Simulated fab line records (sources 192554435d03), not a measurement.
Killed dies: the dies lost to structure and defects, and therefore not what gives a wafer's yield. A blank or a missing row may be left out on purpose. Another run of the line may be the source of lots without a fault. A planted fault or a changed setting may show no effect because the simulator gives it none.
Split-lot study / flow n5 finfet / on a route of 1938 steps: 7 lots, 21 wafers read

## ABOUT THE SPLIT
At N5_BEOL_M11_TRENCH_ETCH_37 (etches SiCOH lowk in C4F6/O2, target depth 148.83 nm, time 48 s), the setting source w was moved away from the recipe's 345 W on 7 of the 21 wafers read, by -15.9% to +15.9%. The other wafers ran this setting at the recipe's value.

The reading comes from the split's own step.

## THE READING
rf vpp V, in V, at N5_BEOL_M11_TRENCH_ETCH_37 (etches SiCOH lowk in C4F6/O2, target depth 148.83 nm, time 48 s). A value of 666 V with a standard deviation of 5.3 V is what fault-free wafers of this fab line usually give.

wafer=L075.1; tool, chamber at the split=rie diel-01, 1; source w as run, W=345; against the recipe=recipe; rf vpp V, V=663; against lot-mates on the recipe=-
wafer=L075.2; tool, chamber at the split=rie diel-01, 2; source w as run, W=345; against the recipe=recipe; rf vpp V, V=669; against lot-mates on the recipe=-
wafer=L075.5; tool, chamber at the split=rie diel-01, 2; source w as run, W=345; against the recipe=recipe; rf vpp V, V=671; against lot-mates on the recipe=-
wafer=L080.2; tool, chamber at the split=rie diel-02, 2; source w as run, W=345; against the recipe=recipe; rf vpp V, V=655; against lot-mates on the recipe=-
wafer=L080.5; tool, chamber at the split=rie diel-02, 1; source w as run, W=345; against the recipe=recipe; rf vpp V, V=667; against lot-mates on the recipe=-
wafer=L080.6; tool, chamber at the split=rie diel-02, 0; source w as run, W=382.6; against the recipe=+10.9%; rf vpp V, V=639; against lot-mates on the recipe=-22
wafer=L081.1; tool, chamber at the split=rie diel-02, 2; source w as run, W=345; against the recipe=recipe; rf vpp V, V=657; against lot-mates on the recipe=-
wafer=L081.3; tool, chamber at the split=rie diel-02, 0; source w as run, W=345; against the recipe=recipe; rf vpp V, V=673; against lot-mates on the recipe=-
wafer=L081.5; tool, chamber at the split=rie diel-02, 3; source w as run, W=377.5; against the recipe=+9.4%; rf vpp V, V=639; against lot-mates on the recipe=-26
wafer=L084.1; tool, chamber at the split=rie diel-04, 0; source w as run, W=399.9; against the recipe=+15.9%; rf vpp V, V=614; against lot-mates on the recipe=-61
wafer=L084.2; tool, chamber at the split=rie diel-04, 1; source w as run, W=399.9; against the recipe=+15.9%; rf vpp V, V=618; against lot-mates on the recipe=-57
wafer=L084.3; tool, chamber at the split=rie diel-04, 2; source w as run, W=345; against the recipe=recipe; rf vpp V, V=675; against lot-mates on the recipe=-
wafer=L088.2; tool, chamber at the split=rie diel-02, 3; source w as run, W=345; against the recipe=recipe; rf vpp V, V=669; against lot-mates on the recipe=-
wafer=L088.3; tool, chamber at the split=rie diel-02, 2; source w as run, W=345; against the recipe=recipe; rf vpp V, V=656; against lot-mates on the recipe=-
wafer=L088.5; tool, chamber at the split=rie diel-02, 1; source w as run, W=345; against the recipe=recipe; rf vpp V, V=667; against lot-mates on the recipe=-
wafer=L096.1; tool, chamber at the split=rie diel-04, 3; source w as run, W=345; against the recipe=recipe; rf vpp V, V=662; against lot-mates on the recipe=-
wafer=L096.2; tool, chamber at the split=rie diel-04, 1; source w as run, W=290.2; against the recipe=-15.9%; rf vpp V, V=728; against lot-mates on the recipe=+66
wafer=L096.3; tool, chamber at the split=rie diel-04, 0; source w as run, W=290.2; against the recipe=-15.9%; rf vpp V, V=722; against lot-mates on the recipe=+60
wafer=L092.1; tool, chamber at the split=rie diel-04, 3; source w as run, W=345; against the recipe=recipe; rf vpp V, V=662; against lot-mates on the recipe=-
wafer=L092.4; tool, chamber at the split=rie diel-04, 1; source w as run, W=398; against the recipe=+15.4%; rf vpp V, V=620; against lot-mates on the recipe=-41
wafer=L092.5; tool, chamber at the split=rie diel-04, 0; source w as run, W=345; against the recipe=recipe; rf vpp V, V=660; against lot-mates on the recipe=-

THE FIT
A straight line over all 21 wafers: rf vpp V changes by -3.27 V for each +1% of source w; r = -0.97; the points scatter about the line by 6.4 V.
The same after taking each lot's own level away (the mean of its wafers on the recipe; 21 wafers): -3.48 V for each +1%; r = -0.98; scatter 6.8 V.
Per that fit: largest source w move, reading shift of 55 V.
Measured against the standard deviation above, the lots' own levels, which go from 661.0 to 675.0 V, span 2.6 times it.
Consequently the slope shifts little with the lot-to-lot level, the two slopes agreeing.
Check: with one of the wafers moved furthest among these (+15.9%) left out of the fit, the line predicts -51.5 V for it against its lot-mates. It came out at -61 V against them.
Tool readings at the split's step, against how far the setting was moved: rf vpp V r = -0.97.

## THE WHOLE CHAIN: every reading that the file lists as answering this split, in the file's order
step=N5_BEOL_M11_TRENCH_ETCH_37; what it does=etches SiCOH lowk in C4F6/O2, target depth 148.83 nm, time 48 s; reading=rf vpp V; change (the file's fit)=-3.22 V for each +1% of the setting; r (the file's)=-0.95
step=N5_BEOL_M11_TRENCH_ETCH_37; what it does=etches SiCOH lowk in C4F6/O2, target depth 148.83 nm, time 48 s; reading=BEOL_M11.feature depth nm (the simulator's own value, which no gauge read); change (the file's fit)=+0.55 nm for each +1% of the setting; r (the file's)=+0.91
step=N5_BEOL_M11_TRENCH_ETCH_37; what it does=etches SiCOH lowk in C4F6/O2, target depth 148.83 nm, time 48 s; reading=etch.depth nm (the simulator's own value, which no gauge read); change (the file's fit)=+0.552 nm for each +1% of the setting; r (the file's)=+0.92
step=N5_BEOL_M11_CMP_52; what it does=polishes, stops on SiCOH lowk, t overpolish 7 s, target thk 140 nm; reading=Cu_of_BEOL_M11_ECD_50.thk nm (the simulator's own value, which no gauge read); change (the file's fit)=+0.552 nm for each +1% of the setting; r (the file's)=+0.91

## THE FILE'S OWN FIT
rf vpp V changes by -3.22 V for each +1% of source w, r = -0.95.
